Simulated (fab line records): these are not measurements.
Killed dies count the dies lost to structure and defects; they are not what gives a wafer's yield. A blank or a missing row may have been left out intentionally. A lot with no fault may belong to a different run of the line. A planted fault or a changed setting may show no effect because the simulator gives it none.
Struck lot and sound lot, side by side    flow nandHarc    13 steps out of a route of 1302
Sound: wafers L516.1, L516.3, L516.4. Struck: wafer L523.3 (left out: L523.4, L523.6 of the same lot, which were not struck); the cause appears at the end.
At each step with rows: each side's tool, then ch and its chambers, then its first start. Under that, the readings that differ: sound wafers    struck wafers    difference of the means    sigmas: that difference in standard deviations of wafers without a fault.
alike: a reading whose means differ by less than 2 such deviations, as well as words and numbers matching on both sides. not compared: withheld readings; readings where some wafer has no value; bounds like >300 that might hide an equal value; numbers whose values overlap and for which the record gives no deviation.
Wherever a step has rows on one side only, a row that says differs or no value, or a row with sigmas, the two part there. When numbers do not overlap yet have no deviation, they are printed without sigmas and do not part them. A reading that every wafer of one side lacks parts them only if that side has two wafers or more.

first, 1 step without rows for these wafers: NHARC_A_ONON_D1_DEP_06 (target thk 1000 nm).
NHARC_A_ONON_D1_THK_MEAS_08: measures by ellipsometry.
  sound on filmMetro-01, day 10 11:16; struck on filmMetro-01, day 12 22:46
reading     sound        struck  difference  sigmas
thkNm (nm)  991 989 991  1013    +23         +2
then, 1 step without rows for these wafers: NHARC_A_ONON_D1_DEP_09 (target thk 1000 nm).
NHARC_A_ONON_D1_THK_MEAS_11: measures by ellipsometry.
  sound on filmMetro-02, day 10 11:49; struck on filmMetro-01, day 12 23:20
  alike: thkNm
then, 1 step without rows for these wafers: NHARC_A_ONON_D1_DEP_12 (target thk 1000 nm).
NHARC_A_ONON_D1_THK_MEAS_14: measures by ellipsometry.
  sound on filmMetro-02, day 10 12:23; struck on filmMetro-01, day 12 23:55
reading     sound        struck  difference  sigmas
thkNm (nm)  996 994 996  977     -18         -2
then, 2 steps without rows for these wafers: NHARC_A_ONON_D1_ANNEAL_15 (time 3600 s); NHARC_A_ONON_D1_DEP_16 (target thk 1000 nm).
NHARC_A_ONON_D1_THK_MEAS_18: measures by ellipsometry.
  sound on filmMetro-02, day 10 20:10; struck on filmMetro-01, day 13 07:53
reading     sound           struck  difference  sigmas
thkNm (nm)  1018 1016 1017  992     -25         -3
then, 1 step without rows for these wafers: NHARC_A_ONON_D1_DEP_19 (target thk 1000 nm).
NHARC_A_ONON_D1_THK_MEAS_21: measures by ellipsometry.
  sound on filmMetro-01, day 10 20:43; struck on filmMetro-01, day 13 08:28
  alike: thkNm
NHARC_A_ONON_D1_DEP_22: target thk 1000 nm.
  sound on pecvdOnon-02 ch 0, day 10 20:47; struck on pecvdOnon-02 ch 0, day 13 08:38
  alike: n2oFlowSccm
NHARC_A_ONON_D1_THK_MEAS_24: measures by ellipsometry.
  sound on filmMetro-01, day 10 21:17; struck on filmMetro-01, day 13 09:12
reading     sound        struck  difference  sigmas
thkNm (nm)  989 987 990  1521    +532        +63
  not compared: hold

== WHERE THEY PART ==
At NHARC_A_ONON_D1_THK_MEAS_08 first; at NHARC_A_ONON_D1_THK_MEAS_24 last (within this record only).

WHY: what had been put in by the simulator
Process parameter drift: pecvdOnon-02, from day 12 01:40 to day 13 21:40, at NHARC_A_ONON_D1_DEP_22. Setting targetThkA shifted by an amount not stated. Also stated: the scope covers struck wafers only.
